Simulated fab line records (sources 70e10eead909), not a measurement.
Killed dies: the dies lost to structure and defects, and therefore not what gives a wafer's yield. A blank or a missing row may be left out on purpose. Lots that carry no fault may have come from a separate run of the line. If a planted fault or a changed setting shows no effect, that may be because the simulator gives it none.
Chamber matching | flow nand-harc | rie-diel-11 running NHARC_A_STAIRCASE_DESCUM_252: 4 sister chambers
The step chemistry O2, time 3 s. 27 wafers are shown with their chamber, then 12 later ones without.

WAFERS PAIRED WITH THEIR CHAMBERS
wafer  | chamber | drypump-motor-current-A (A) | showerhead-plenum-p-Torr (Torr) | oes-product-au (a.u.)
L076.1 | 1       | 5.8                         | 1.94                            | 0.988
L076.2 | 3       | 5.5                         | 1.95                            | 0.990
L076.5 | 1       | 5.9                         | 1.94                            | 1.000
L077.1 | 1       | 5.8                         | 1.94                            | 0.999
L077.5 | 2       | 5.4                         | 2.00                            | 1.008
L077.6 | 1       | 5.8                         | 1.94                            | 0.998
L083.1 | 0       | 6.1                         | 1.93                            | 0.992
L083.4 | 2       | 5.4                         | 2.00                            | 1.007
L083.6 | 1       | 5.8                         | 1.93                            | 0.999
L084.2 | 1       | 5.8                         | 1.93                            | 0.999
L084.4 | 0       | 6.1                         | 1.93                            | 1.004
L084.6 | 1       | 5.8                         | 1.93                            | 1.002
L088.4 | 3       | 5.5                         | 1.94                            | 0.998
L088.5 | 0       | 6.1                         | 1.93                            | 1.000
L088.6 | 3       | 5.5                         | 1.94                            | 1.008
L085.1 | 0       | 6.1                         | 1.93                            | 1.007
L085.2 | 2       | 5.4                         | 1.99                            | 1.013
L085.4 | 1       | 5.8                         | 1.93                            | 0.992
L086.1 | 0       | 6.1                         | 1.93                            | 0.999
L086.4 | 2       | 5.4                         | 1.99                            | 1.018
L086.5 | 0       | 6.1                         | 1.93                            | 1.004
L089.1 | 3       | 5.5                         | 1.94                            | 1.004
L089.2 | 2       | 5.4                         | 1.99                            | 1.012
L089.5 | 0       | 6.1                         | 1.93                            | 1.006
L090.1 | 0       | 6.1                         | 1.93                            | 0.999
L090.2 | 1       | 5.8                         | 1.93                            | 0.991
L090.4 | 2       | 5.4                         | 1.99                            | 1.007

SIGNATURES (means of the wafers above)
reading                  | chamber 0 | chamber 1 | chamber 2 | chamber 3 | scatter within a chamber
drypump-motor-current-A  | 6.100     | 5.811     | 5.400     | 5.500     | 0.0197
showerhead-plenum-p-Torr | 1.9300    | 1.9344    | 1.9933    | 1.9425    | 0.00433
oes-product-au           | 1.00137   | 0.99644   | 1.01083   | 1.00000   | 0.00525
Rule: for a wafer and a chamber, the distance is found by dividing, reading by reading, the gap between the wafer's reading and the chamber's mean by the reading's scatter, squaring, summing and taking the root. The wafer belongs to the nearest chamber; if the next one is less than 2 further off, it can't be placed. The scatter: the root of (the sum of the squares of (reading less its chamber's mean) over the shown wafers, divided by (wafers less chambers)).

WAFERS WHOSE CHAMBER IS MISSING
wafer  | drypump-motor-current-A (A) | showerhead-plenum-p-Torr (Torr) | oes-product-au (a.u.)
L092.1 | 5.3                         | 1.99                            | 1.018
L092.3 | 5.8                         | 1.93                            | 0.999
L092.4 | 5.5                         | 1.93                            | 0.997
L093.1 | 5.4                         | 1.99                            | 1.002
L093.2 | 5.5                         | 1.93                            | 0.984
L093.4 | 6.1                         | 1.92                            | 1.006
L093.3 | 5.8                         | 1.93                            | 0.998
L093.5 | 5.5                         | 1.93                            | 0.992
L093.6 | 6.1                         | 1.92                            | 0.990
L095.3 | 5.5                         | 1.93                            | 0.998
L095.5 | 5.9                         | 1.93                            | 1.006
L095.6 | 5.4                         | 1.99                            | 1.011

EACH ONE'S CHAMBER
wafer  | from the rows above | in truth
L092.1 | 2                   | 2
L092.3 | 1                   | 1
L092.4 | 3                   | 3
L093.1 | 2                   | 2
L093.2 | 3                   | 3
L093.4 | 0                   | 0
L093.3 | 1                   | 1
L093.5 | 3                   | 3
L093.6 | 0                   | 0
L095.3 | 3                   | 3
L095.5 | 1                   | 1
L095.6 | 2                   | 2
Placed correctly: 12 of 12. Number that these rows cannot place: 0. Wrongly placed: 0.
